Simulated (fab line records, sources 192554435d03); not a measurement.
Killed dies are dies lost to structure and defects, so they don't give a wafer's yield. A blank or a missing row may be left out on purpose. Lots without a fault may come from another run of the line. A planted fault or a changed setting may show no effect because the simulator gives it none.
Chamber matching | flow n5_finfet | N5_BEOL_M2_ALD_98 on ald_sin-04: 4 sister chambers
The step deposits SiO2, target thk 2.5 nm, pulse time 1 s, co reactant pulse time 1 s. 20 wafers are shown with their chamber, then 10 later ones without.

WAFERS WITH THEIR CHAMBER
wafer  | chamber | heater_power_w (W) | precursor_pulse_height_rel
L074.3 | 3       | 70                 | 0.983
L074.4 | 2       | 67                 | 1.029
L074.5 | 0       | 62                 | 1.003
L075.2 | 0       | 62                 | 1.018
L075.4 | 3       | 71                 | 1.026
L075.6 | 0       | 62                 | 0.982
L078.1 | 2       | 69                 | 0.998
L078.3 | 3       | 70                 | 0.985
L078.4 | 1       | 71                 | 1.000
L081.1 | 2       | 68                 | 0.996
L081.3 | 3       | 72                 | 0.980
L081.4 | 1       | 71                 | 1.018
L082.3 | 1       | 70                 | 1.012
L082.5 | 1       | 71                 | 0.985
L082.6 | 2       | 68                 | 0.974
L087.3 | 3       | 72                 | 0.994
L087.4 | 2       | 68                 | 1.016
L087.6 | 2       | 67                 | 0.991
L090.2 | 2       | 66                 | 1.008
L090.4 | 3       | 72                 | 0.981

SIGNATURES (means of the wafers above)
reading                    | chamber 0 | chamber 1 | chamber 2 | chamber 3 | scatter within a chamber
heater_power_w             | 62.00     | 70.75     | 67.57     | 71.17     | 0.84
precursor_pulse_height_rel | 1.00100   | 1.00375   | 1.00171   | 0.99150   | 0.0173
Rule: a wafer's distance from a chamber is the root of the sum, over the readings, of the square of ((its reading less the chamber's mean) divided by the reading's scatter). The wafer belongs to the nearest chamber; if the next one is less than 2 further off, it can't be placed. The scatter: the root of (the sum of the squares of (reading less its chamber's mean) over the shown wafers, divided by (wafers less chambers)).

WAFERS WITHOUT THEIR CHAMBER
wafer  | heater_power_w (W) | precursor_pulse_height_rel
L090.5 | 72                 | 0.982
L079.1 | 69                 | 1.021
L079.2 | 70                 | 1.019
L079.6 | 71                 | 1.003
L096.1 | 63                 | 0.999
L096.3 | 69                 | 0.990
L096.6 | 64                 | 0.995
L094.1 | 64                 | 1.018
L094.2 | 68                 | 1.020
L094.6 | 68                 | 0.980

WHICH CHAMBER EACH WENT THROUGH
wafer  | from the rows above          | in truth
L090.5 | can't be placed: 3 or 1      | 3
L079.1 | can't be placed: 2 or 1 or 3 | 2
L079.2 | can't be placed: 1 or 3 or 2 | 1
L079.6 | can't be placed: 1 or 3      | 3
L096.1 | 0                            | 0
L096.3 | can't be placed: 2 or 1 or 3 | 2
L096.6 | can't be placed: 0 or 2      | 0
L094.1 | can't be placed: 0 or 2      | 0
L094.2 | 2                            | 2
L094.6 | 2                            | 2
Placed correctly: 3 of 10. Can't be placed from these rows: 7 (the true chamber is among the candidates in 7). Placed wrongly: 0.
